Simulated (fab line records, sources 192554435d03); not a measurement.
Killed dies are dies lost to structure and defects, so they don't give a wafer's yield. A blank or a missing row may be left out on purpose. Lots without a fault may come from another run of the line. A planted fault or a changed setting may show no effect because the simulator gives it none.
Split-lot experiment | flow n5_finfet | 7 lots, 21 wafers read, on a route of 1938 steps

THE SPLIT
At N5_BEOL_M0_CUTY_EXPOSE_54 (exposes mask M0 ABLK), the setting dose_mj was moved away from the recipe's 36 on 4 of the 21 wafers read, by -5.6% to +3.8%. The other wafers ran this setting at the recipe's value.

FROM THE SPLIT TO THE READING: what the file shows between them, 2 steps
- N5_BEOL_M0_CUTY_PEB_55: peb time 60 s
- N5_BEOL_M0_CUTY_DEVELOP_56: develop time 30 s

THE READING
cd_nm, in nm, at N5_BEOL_M0_CUTY_CD_MEAS_57 (target cd 200 nm). Fault-free wafers of this fab line usually give 199.6 nm, standard deviation 1.1 nm.

wafer  | tool, chamber at the split | dose_mj as run | against the recipe | cd_nm, nm | against lot-mates on the recipe
L075.3 | arfi_scanner-02, 0         | 36             | recipe             | 199.9     | -
L075.4 | arfi_scanner-02, 0         | 33.98          | -5.6%              | 204.3     | +4.4
L075.6 | arfi_scanner-02, 0         | 33.98          | -5.6%              | 204.9     | +5.0
L078.3 | arfi_scanner-03, 0         | 36             | recipe             | 198.5     | -
L078.4 | arfi_scanner-03, 0         | 36             | recipe             | 197.9     | -
L078.6 | arfi_scanner-03, 0         | 36             | recipe             | 199.6     | -
L079.3 | arfi_scanner-03, 0         | 36             | recipe             | 198.0     | -
L079.4 | arfi_scanner-03, 0         | 36             | recipe             | 197.6     | -
L079.6 | arfi_scanner-03, 0         | 36             | recipe             | 198.3     | -
L080.1 | arfi_scanner-02, 0         | 35.31          | -1.9%              | 201.0     | +1.3
L080.2 | arfi_scanner-02, 0         | 36             | recipe             | 199.6     | -
L080.4 | arfi_scanner-02, 0         | 36             | recipe             | 199.8     | -
L086.2 | arfi_scanner-01, 0         | 36             | recipe             | 200.8     | -
L086.3 | arfi_scanner-01, 0         | 36             | recipe             | 199.3     | -
L086.5 | arfi_scanner-01, 0         | 36             | recipe             | 200.5     | -
L090.1 | arfi_scanner-02, 0         | 36             | recipe             | 200.2     | -
L090.4 | arfi_scanner-02, 0         | 37.37          | +3.8%              | 197.4     | -3.1
L090.6 | arfi_scanner-02, 0         | 36             | recipe             | 200.8     | -
L093.1 | arfi_scanner-02, 0         | 36             | recipe             | 199.1     | -
L093.2 | arfi_scanner-02, 0         | 36             | recipe             | 199.4     | -
L093.6 | arfi_scanner-02, 0         | 36             | recipe             | 198.4     | -

THE FIT
A straight line over all 21 wafers: cd_nm changes by -0.851 nm for each +1% of dose_mj; r = -0.86; the points scatter about the line by 1 nm.
The same after taking each lot's own level away (the mean of its wafers on the recipe; 21 wafers): -0.827 nm for each +1%; r = -0.96; scatter 0.46 nm.
On that fit, the largest move of dose_mj shifts the reading by 4.6 nm.
The lots' own levels span 197.97 to 200.50 nm, that is 2.3 times the standard deviation above.
So the lot-to-lot level changes the slope little: the two slopes agree.
Check: with one of the wafers moved furthest among these (-5.6%) left out of the fit, the line predicts +4.79 nm for it against its lot-mates. It came out at +4.4 nm against them.

OTHER SPLITS ON THESE WAFERS
These wafers also went through other splits before the reading. Each is held against what the fit with the lots' levels taken away leaves over:
other split on the same wafers       | wafers away from the commonest value | r with cd_nm (lot level and that fit taken away)
N5_HKMG_FIN_ETCH_31 bias_w           | 10                                   | -0.32
N5_MOL_CONTACT_COAG_ETCH_105 bias_w  | 6                                    | +0.10
N5_MOL_CONTACT_COAG_PECVD_31 time_s  | 5                                    | +0.26
N5_MOL_CONTACT_COAG_COAT_76 spin_rpm | 8                                    | -0.06
N5_BEOL_M0_SAQP_PECVD_00 time_s      | 8                                    | +0.14
N5_BEOL_M0_SAQP_COAT_81 spin_rpm     | 11                                   | -0.02

THE FILE'S OWN FIT
cd_nm changes by -0.825 nm for each +1% of dose_mj, r = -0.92.
